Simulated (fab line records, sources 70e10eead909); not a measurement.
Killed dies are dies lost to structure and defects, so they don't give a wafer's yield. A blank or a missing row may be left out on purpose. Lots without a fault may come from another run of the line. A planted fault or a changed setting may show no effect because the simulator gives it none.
fab line records | flow nand_harc
record lots=6 wafers=18 last_day=32
route steps=1302 shown A_CONTACT@1100 A_BLC@1107 END@1302
lots that met no fault: from a run of the same line without faults
start_h: hours from the record's first day to the start of the lot's first wafer shown | wait_h: hours since the lot's step before | " the same as in the row above | L1.1+2: a row that stands for several wafers | - no value, or no start given | * or withheld: withheld | < > ~ a bound
route shown NAME@n: a module of which the file shows steps, and the number in the route of the first | usual: mean/standard deviation of fault-free wafers | same: alike in all rows | chamber/n: place in a boat | sites: the reading at each site | _std_site: their standard deviation | _edge_site: outer sites' mean less inner sites' | radius_mm: how far each site lies from the wafer's centre | mask NAME#n: copy n | behind: the tool/chamber that last shaped the wafer | hold: why the lot was held/for how many hours/how that ended | device: the transistor (n, p or np) that didn't switch | end of line: the same wafers' tests at the end of the route | a step without rows: its recipe alone | killed: dies lost to structure and defects at the first sort, not the wafer's yield | map: a wafer's dies, x killed, . not, _ none there
set.NAME: the setting as run; set.NAME@STEP: as run at that earlier step | model.NAME: the simulator's own value behind a step, which no gauge read
lots at some steps of the route; a table a step, a row a wafer
services: from which hour (start_h, from the record's first day; less than 0 if before it) a tool's chamber was out of use, for how many hours, and why
## steps
# step NHARC_A_CONTACT_STRIP_27
# recipe time_s=600 temp_c=30 chemistry=post_etch_residue_remover
# step NHARC_A_CONTACT_ALD_18
# recipe target_thk_a=30 pulse_time_s=1 ald_cycles=150 temp_c=450 material=TiN
# usual heater_power_outer_w=661/62 heater_power_w=1040/68 precursor_pulse_height_rel=1.001/0.02
# columns lot.wafer tool chamber start_h wait_h heater_power_outer_w heater_power_w precursor_pulse_height_rel since_wet_clean_h
L871.3 ald_metal-03 2 541.96 - 657 1070 1.015 142
L871.4 " 3 " " 530 946 0.989 -
L871.5 " 0 " " 713 1143 1.009 -
L872.1 ald_metal-02 2 569.78 - 743 1100 0.991 128
L872.3 " 0 " " 661 961 1.000 128
L872.6 " 2 " " 737 1122 0.969 -
L883.3 ald_metal-03 2 669.69 - 657 1058 1.004 92
L883.1 " 0 " " 688 1106 1.007 92
L883.6 " 1 " " 618 1040 1.003 -
L884.1 ald_metal-04 1 670.89 - 695 1056 0.985 9
L884.5 " 0 " " 560 924 0.998 -
L884.6 " 1 " " 668 1038 1.012 -
L890.4 ald_metal-02 3 720.29 - 697 1045 0.999 100
L890.2 " 0 " " 622 945 1.009 100
L890.6 " 3 " " 717 1047 1.012 -
L889.2 ald_metal-04 2 726.54 - 697 1037 0.968 65
L889.3 " 0 " " 559 959 0.974 65
L889.5 " 2 " " 707 1036 1.012 -
# step NHARC_A_CONTACT_CVD_19
# recipe target_thk_a=3000 temp_c=300 pressure_torr=40 wf6_flow_sccm=40 h2_flow_sccm=1600 ar_flow_sccm=1560 time_s=802 material=W
# usual heater_power_outer_w=257/59 heater_power_w=470/91 throttle_valve_pct=8.0/0.31
# columns lot.wafer tool chamber start_h wait_h heater_power_outer_w heater_power_w since_wet_clean_h throttle_valve_pct
L871.3 cvd_w-02 0 - - 294 562 - 7.7
L871.4 " 1 " " 344 563 - 8.3
L871.5 " 0 " " 286 566 - 7.8
L872.1 cvd_w-02 0 - - 290 575 107 7.7
L872.3 " 0 " " 290 576 - 7.7
L872.6 " 0 " " 293 573 - 7.6
L883.1 cvd_w-01 0 - - 189 349 110 8.2
L883.3 " 1 " " 215 422 - 8.5
L883.6 " 0 " " 190 344 - 8.3
L884.1 cvd_w-02 1 - - 326 529 27 7.4
L884.5 " 1 " " 329 538 - 7.8
L884.6 " 0 " " 285 550 - 7.5
L890.2 cvd_w-01 1 - - 216 436 161 8.1
L890.4 " 0 " " 181 342 - 8.1
L890.6 " 0 " " 186 343 - 8.1
L889.2 cvd_w-01 1 - - 213 425 167 8.5
L889.3 " 1 " " 211 430 - 8.2
L889.5 " 0 " " 184 348 - 8.0
# step NHARC_A_CONTACT_CMP_20
# recipe t_overpolish_s=30 target_thk_nm=300
# usual motor_current_A=11.6/1 overpolish_run_s=29.999/0.0085 slurry_flow_ml_min=150.0/0.48 time_to_endpoint_s=59/3.9
# columns lot.wafer tool chamber start_h wait_h motor_current_A overpolish_run_s slurry_flow_ml_min time_to_endpoint_s
L871.3 cmp-01 1 543.10 0.5 9.7 30.001 150.2 66
L871.4 " 0 " " 11.0 29.999 149.7 53
L871.5 " 2 " " 11.5 30.018 150.6 56
L872.1 cmp-03 3 570.89 0.8 11.2 30.010 150.9 64
L872.3 " 0 " " 12.9 29.986 150.1 64
L872.6 " 2 " " 11.7 29.998 151.4 64
L883.1 cmp-04 2 670.81 0.7 14.5 29.993 149.5 55
L883.3 " 3 " " 11.8 30.011 149.5 51
L883.6 " 1 " " 12.2 30.012 150.0 56
L884.1 cmp-03 0 671.97 0.8 12.4 30.004 150.0 58
L884.5 " 3 " " 12.2 29.996 150.0 56
L884.6 " 0 " " 12.5 29.997 150.0 61
L890.2 cmp-03 2 721.37 0.6 11.4 30.010 150.6 57
L890.4 " 1 " " 11.0 29.989 150.0 56
L890.6 " 2 " " 11.4 29.991 150.3 56
L889.2 cmp-01 0 727.63 0.8 10.5 30.011 150.0 53
L889.3 " 2 " " 12.4 30.002 149.9 56
L889.5 " 1 " " 10.5 29.994 149.8 66
# step NHARC_A_CONTACT_SRD_22
# step NHARC_A_CONTACT_INSPECT_23
# usual raw_defect_count=521/130
# columns lot.wafer tool chamber start_h wait_h raw_defect_count
L871.3 defect_inspect-01 - 543.51 0.1 527
L871.4 " - " " 540
L871.5 " - " " 673
L872.1 defect_inspect-01 - 571.27 0.1 543
L872.3 " - " " 538
L872.6 " - " " 414
L883.1 defect_inspect-02 - 671.16 0.1 490
L883.3 " - " " 548
L883.6 " - " " 517
L884.1 defect_inspect-02 - 672.35 0.1 459
L884.5 " - " " 742
L884.6 " - " " 577
L890.2 defect_inspect-02 - 721.77 0.1 557
L890.4 " - " " 717
L890.6 " - " " 649
L889.2 defect_inspect-01 - 728.04 0.1 422
L889.3 " - " " 473
L889.5 " - " " 530
# step NHARC_A_BLC_DEHYDRATE_00
# recipe temp_c=150 time_s=120
# step NHARC_A_BLC_HMDS_01
# recipe time_s=30
# step NHARC_A_BLC_COAT_02
# recipe temp_c=260 time_s=75
# step NHARC_A_BLC_COAT_03
# recipe temp_c=225 time_s=65
# step NHARC_A_BLC_COAT_04
# recipe spin_rpm=1500 resist_thk_nm=90
# step NHARC_A_BLC_SOFTBAKE_05
# recipe temp_c=105 time_s=55
# usual heater_power_total_W=188.44/0.13 resist_line_temp_C=23.00/0.1
# columns lot.wafer tool chamber start_h wait_h heater_power_total_W resist_line_temp_C
L871.3 litho_track-04 0 543 - 188.35 23.06
L871.4 " 0 " " 188.40 23.04
L871.5 " 0 " " 188.72 23.01
L872.1 litho_track-06 0 571 - 188.76 23.15
L872.3 " 0 " " 188.32 22.96
L872.6 " 0 " " 188.37 23.07
L883.1 litho_track-04 0 671 - 222.45 23.03
L883.3 " 0 " " 188.39 23.02
L883.6 " 0 " " 222.87 22.96
L884.1 litho_track-04 0 672 - 222.46 22.96
L884.5 " 0 " " 188.35 22.95
L884.6 " 0 " " 222.56 22.92
L890.2 litho_track-01 0 721 - 188.41 22.96
L890.4 " 0 " " 188.48 22.91
L890.6 " 0 " " 188.42 23.14
L889.2 litho_track-06 0 728 - 188.51 22.95
L889.3 " 0 " " 188.61 22.95
L889.5 " 0 " " 188.37 22.97
# step NHARC_A_BLC_EBR_06
# step NHARC_END_SORT_01
# recipe temp_c=25
# usual killed_at_array=56/19 killed_at_other=0.6/1 killed_at_periphery=3.9/2.7 killed_dies=61/19 killed_open=3.3/1.9 killed_short=2.4/1.7
# same gross_dies=677
# columns lot.wafer tool chamber start_h wait_h killed_at_array killed_at_other killed_at_periphery killed_dies killed_open killed_short
L871.3 prober-01 0 595.39 3.1 63 0 2 65 2 2
L871.4 prober-01 0 596.20 3.4 47 3 3 53 3 2
L871.5 prober-01 0 597.02 3.8 52 0 4 56 3 5
# killed by level:class
L871.3 A_CHANNEL_HOLE_D2:chamber_film_flake=48 A_CONTACT:chamber_film_flake=7 A_CHANNEL_FILL_D1:geometric_particle:short=2 A_CHANNEL_HOLE_D1:chamber_film_flake=2 A_CHANNEL_FILL_D1:geometric_particle:open=1 A_SGD_CUT:geometric_particle:open=1 P_ZERO_WELL:chamber_film_flake=1 P_GATE:chamber_film_flake=1
L871.4 A_CHANNEL_HOLE_D2:chamber_film_flake=31 A_CONTACT:chamber_film_flake=5 THIN_TSV:chamber_film_flake=3 A_ONON_D2:geometric_particle:short=2 P_GATE:chamber_film_flake=2 A_CHANNEL_HOLE_D1:chamber_film_flake=2 A_SGD_CUT:chamber_film_flake=2 A_CHANNEL_FILL_D1:geometric_particle:open=1
L871.5 A_CHANNEL_HOLE_D2:chamber_film_flake=35 A_CONTACT:chamber_film_flake=3 A_CHANNEL_HOLE_D1:chamber_film_flake=2 A_DECK1_JOINT:chamber_film_flake=2 P_CONTACT:geometric_particle:short=1 P_M0:geometric_particle:open=1 P_M0:geometric_particle:short=1 A_CHANNEL_FILL_D1:geometric_particle:short=1
## services
# columns tool chamber start_h hours kind
ald_metal-03 1 521.10 54.2 repair
litho_track-06 - 529.00 7.0 pm
cvd_w-01 - 547.00 13.0 pm
litho_track-04 - 553.00 7.0 pm
cmp-03 - 561.21 4.0 pm
ald_metal-03 - 568.00 10.0 pm
cmp-03 - 573.55 0.3 repair
cmp-01 - 577.61 4.0 pm
ald_metal-04 2 595.82 20.0 repair
ald_metal-02 - 610.00 10.0 pm
cmp-03 - 611.68 0.8 repair
ald_metal-03 - 613.65 6.3 repair
cmp-01 - 616.72 2.1 repair
cvd_w-02 - 631.00 13.0 pm
cmp-03 - 634.91 1.9 repair
ald_metal-03 1 641.34 5.6 repair
ald_metal-03 3 650.33 3.8 repair
ald_metal-04 - 652.00 10.0 pm
cmp-03 - 659.21 4.0 pm
cvd_w-01 - 662.00 1.0 repair
cvd_w-01 1 687.74 5.1 repair
cmp-03 - 707.60 0.9 repair
cvd_w-01 - 728.00 13.0 pm
litho_track-04 - 728.00 7.0 pm
## key
first_sign step=NHARC_A_BLC_SOFTBAKE_05 reading=heater_power_total_W direction=up sigmas=99+ usual=* struck=*
effect none on later readings
met_at NHARC_A_BLC_SOFTBAKE_05
struck_wafers L883.1,L883.6,L884.1,L884.6
tester_left_out L883,L884
onset_between 543 671
fault kind=process_parameter_drift tool=litho_track-04 chamber=- onset_h=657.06 steps=NHARC_A_BLC_SOFTBAKE_05 channel=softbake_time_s offset=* shape=step end_h=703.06 scope=struck_wafers_only acts_in=* stated=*
# tester_left_out: of these lots the tester's yield and bins aren't shown, on N5 and GAA mostly nor the transistor test; their killed dies are dies lost to structure and defects alone, not to doping, threshold or leakage, so they don't give the yield
